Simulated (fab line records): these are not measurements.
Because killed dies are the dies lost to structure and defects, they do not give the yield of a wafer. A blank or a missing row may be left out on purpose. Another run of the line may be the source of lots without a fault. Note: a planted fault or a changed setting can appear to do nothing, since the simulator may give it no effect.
Matching of chambers -- flow nand harc -- NHARC_A_STAIRCASE_ETCH_292 on rie diel-12: 4 sister chambers
The step etches the open film in CF4/CHF3. 4 wafers are shown with their chamber, then 9 later ones without.

## WAFERS, EACH WITH ITS CHAMBER
wafer,chamber,showerhead plenum p Torr (Torr)
L084.1,3,1.61
L084.6,2,1.61
L088.5,1,1.51
L088.6,0,1.53

## WAFERS WITHOUT THEIR CHAMBER
wafer,showerhead plenum p Torr (Torr)
L089.1,1.60
L089.3,1.53
L089.6,1.60
L093.2,1.60
L093.4,1.60
L093.5,1.51
L095.3,1.60
L095.4,1.51
L095.6,1.52

## WHICH CHAMBER EACH WENT THROUGH
wafer,from the rows above,in truth
L089.1,can't be placed: 2 or 3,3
L089.3,0,0
L089.6,can't be placed: 2 or 3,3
L093.2,can't be placed: 2 or 3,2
L093.4,can't be placed: 2 or 3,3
L093.5,1,1
L095.3,can't be placed: 2 or 3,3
L095.4,1,1
L095.6,can't be placed: 0 or 1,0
Placed correctly: 3 of 9. Not placeable from these rows: 6 (in 6, the candidates include the true chamber). Placed wrongly: 0.
How it was worked out, from the rows above alone: a wafer's distance from a chamber is the root of the sum, over the readings, of the square of ((its reading less the chamber's mean) divided by the reading's scatter). If the next closest chamber is less than 2 further off than the closest, the wafer can't be placed; otherwise it belongs to the closest. A chamber's mean is the mean of its shown wafers. The scatter: root of mean squared gap, hidden wafer to nearest shown wafer, with one shown wafer a chamber.
